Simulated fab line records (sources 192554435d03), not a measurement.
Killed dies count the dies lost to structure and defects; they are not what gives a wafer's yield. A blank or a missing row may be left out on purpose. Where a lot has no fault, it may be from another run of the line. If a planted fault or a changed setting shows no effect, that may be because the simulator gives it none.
A struck lot beside a sound one ; flow n5_finfet ; 24 out of 1938 route steps
Sound: wafers L594.2, L594.3, L594.6. Struck: wafers L601.4, L601.6. (L601.1 of the same lot was not struck and is left out.) The cause comes at the end.
Each step with rows lists, per side, the tool, then ch with its chambers, then its first start. Under that, the readings that differ: sound wafers ; struck wafers ; difference of the means ; sigmas: that difference in standard deviations of wafers without a fault.
alike: readings with means less than 2 such deviations apart, plus words and numbers identical on both sides. not compared: withheld readings, readings lacking a value on some wafer, bounds such as >300 that could conceal the same value, and numbers that have no deviation in the record and whose values overlap.
The two part at a step that has a row with sigmas, a row that says differs or no value, or rows on one side only. When numbers do not overlap yet have no deviation, they are printed without sigmas and do not part them. A reading missing from all wafers of one side parts the sides only when that side holds two or more wafers.

first, 9 steps without rows for these wafers: N5_BEOL_M4_PEB_09 (peb time 60 s); N5_BEOL_M4_DEVELOP_10 (develop time 30 s); N5_BEOL_M4_DESCUM_16 (chemistry O2, time 7 s); N5_BEOL_M4_ETCH_74 (etches underlayer in N2/H2, target depth 6.5 nm, time 5.2 s); N5_BEOL_M4_ETCH_63 (etches SiARC in CF4, target depth 15.6 nm, time 26 s); N5_BEOL_M4_ETCH_64 (etches SOC in N2/H2, target depth 75 nm, overetch 22.5 nm, time 121.9 s); N5_BEOL_M4_STRIP_65 (strips in N2/H2); N5_BEOL_M4_STRIP_75 (strips in N2/H2); N5_BEOL_M4_STRIP_66 (strips in CF4).
N5_BEOL_M4_HM_OPEN_17: chemistry Cl2/BCl3, target TiN, target depth 20 nm, overetch 6 nm.
  sound on rie_metal-01 ch 0,1, day 10 06:07; struck on rie_metal-01 ch 0, day 11 09:21
  alike: bcl3_flow_sccm, chamber_pressure_mTorr, drypump_motor_current_A, oes_product_au, throttle_valve_pct
  not compared: rf_hours_counter_h
then, 10 steps without rows for these wafers: N5_BEOL_M4_STRIP_19 (strips in O2); N5_BEOL_M4_COAT_67 (time 60 s, resist thk 60 nm); N5_BEOL_M4_COAT_68 (time 60 s, resist thk 12 nm); N5_BEOL_M4_COAT_76 (time 60 s, resist thk 5 nm); N5_BEOL_M4_COAT_22 (resist thk 30 nm); N5_BEOL_M4_EBR_24; N5_BEOL_M4_SOFTBAKE_23 (time 60 s); N5_BEOL_M4_EXPOSE_25 (exposes mask V3, defocus 5 nm); N5_BEOL_M4_PEB_26 (peb time 60 s); N5_BEOL_M4_DEVELOP_27 (develop time 30 s).
N5_BEOL_M4_INSPECT_30: inspects for defects (brightfield).
  sound on defect_inspect-02, day 10 06:49; struck on defect_inspect-01, day 11 10:02
reading;sound;struck;difference;sigmas
raw_defect_count;443 304 448;929 1048;+590;+6
then, 1 step without rows for these wafers: N5_BEOL_M4_DESCUM_33 (chemistry O2, time 7 s).
N5_BEOL_M4_RC_MEAS_101:
  sound on prober-01 ch 0, day 10 21:20; struck on prober-01 ch 0, day 11 18:04
  alike: DIBL_N, DIBL_P, IOFF_N, IOFF_P, ION_N, ION_P, SS_N, SS_P, VT_N, VT_P
-- here the record skips 5 days between the struck wafers' starts before and after, leaving off in module BEOL_M4 and picking up in module PASSIVATION (first step shown: number 1936 of the route) --
N5_PASSIVATION_PROBE_49:
  sound on prober-02, day 15 14:34; struck on prober-01, day 16 14:39
reading;sound;struck;difference;sigmas
defect_limited_yield (%);92.5 89.3 88.6;88.1 85.8;-3.2;-2
killed_at_M4_up;11 15 24;66 71;+52;+9
killed_dies;89 126 135;141 168;+38;+2
killed_on_rim;14 13 16;30 27;+14;+4
sort_bin_5_function (%);4.8 6.0 6.4;7.5 8.4;+2.2;+2
  alike: killed_at_M0_to_M3, killed_at_contacts, killed_at_front_end, killed_at_other, killed_open, killed_short, sort_bin_6_memory, sort_bin_8_speed, sort_n_pass, sort_yield_pct

## WHERE THEY PART
First at N5_BEOL_M4_INSPECT_30; last, within this record, at N5_PASSIVATION_PROBE_49.

WHY: whatever the simulator had introduced
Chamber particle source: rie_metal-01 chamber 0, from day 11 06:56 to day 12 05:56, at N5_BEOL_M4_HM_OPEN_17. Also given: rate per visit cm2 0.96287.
